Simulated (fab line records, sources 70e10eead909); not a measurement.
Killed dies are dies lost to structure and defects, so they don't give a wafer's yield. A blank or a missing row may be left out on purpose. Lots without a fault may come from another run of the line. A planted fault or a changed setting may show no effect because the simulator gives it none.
Chamber matching | flow nand_harc | NHARC_P_M1_DEP_33 on pecvd-01: 3 sister chambers
The step deposits SiCN, target thk 30 nm. 6 wafers are shown with their chamber, then 12 later ones without.

WAFERS WITH THEIR CHAMBER
wafer  | chamber | heater_power_w (W)
L082.4 | 1       | 473
L084.4 | 2       | 598
L084.6 | 1       | 461
L086.2 | 0       | 695
L086.5 | 0       | 663
L086.6 | 2       | 612

WAFERS WITHOUT THEIR CHAMBER
wafer  | heater_power_w (W)
L089.3 | 417
L089.5 | 663
L089.6 | 434
L088.2 | 484
L088.4 | 495
L088.5 | 577
L092.1 | 406
L092.2 | 612
L092.5 | 607
L094.2 | 595
L094.4 | 580
L094.5 | 401

WHICH CHAMBER EACH WENT THROUGH
wafer  | from the rows above | in truth
L089.3 | 1                   | 1
L089.5 | 0                   | 0
L089.6 | 1                   | 1
L088.2 | 1                   | 1
L088.4 | 1                   | 1
L088.5 | 2                   | 2
L092.1 | 1                   | 1
L092.2 | 2                   | 2
L092.5 | 2                   | 2
L094.2 | 2                   | 2
L094.4 | 2                   | 2
L094.5 | 1                   | 1
Placed correctly: 12 of 12. Can't be placed from these rows: 0. Placed wrongly: 0.
How it was worked out, from the rows above alone: a wafer's distance from a chamber is the root of the sum, over the readings, of the square of ((its reading less the chamber's mean) divided by the reading's scatter). The wafer belongs to the nearest chamber; if the next one is less than 2 further off, it can't be placed. A chamber's mean is the mean of its shown wafers. The scatter: the root of (the sum of the squares of (reading less its chamber's mean) over the shown wafers, divided by (wafers less chambers)).
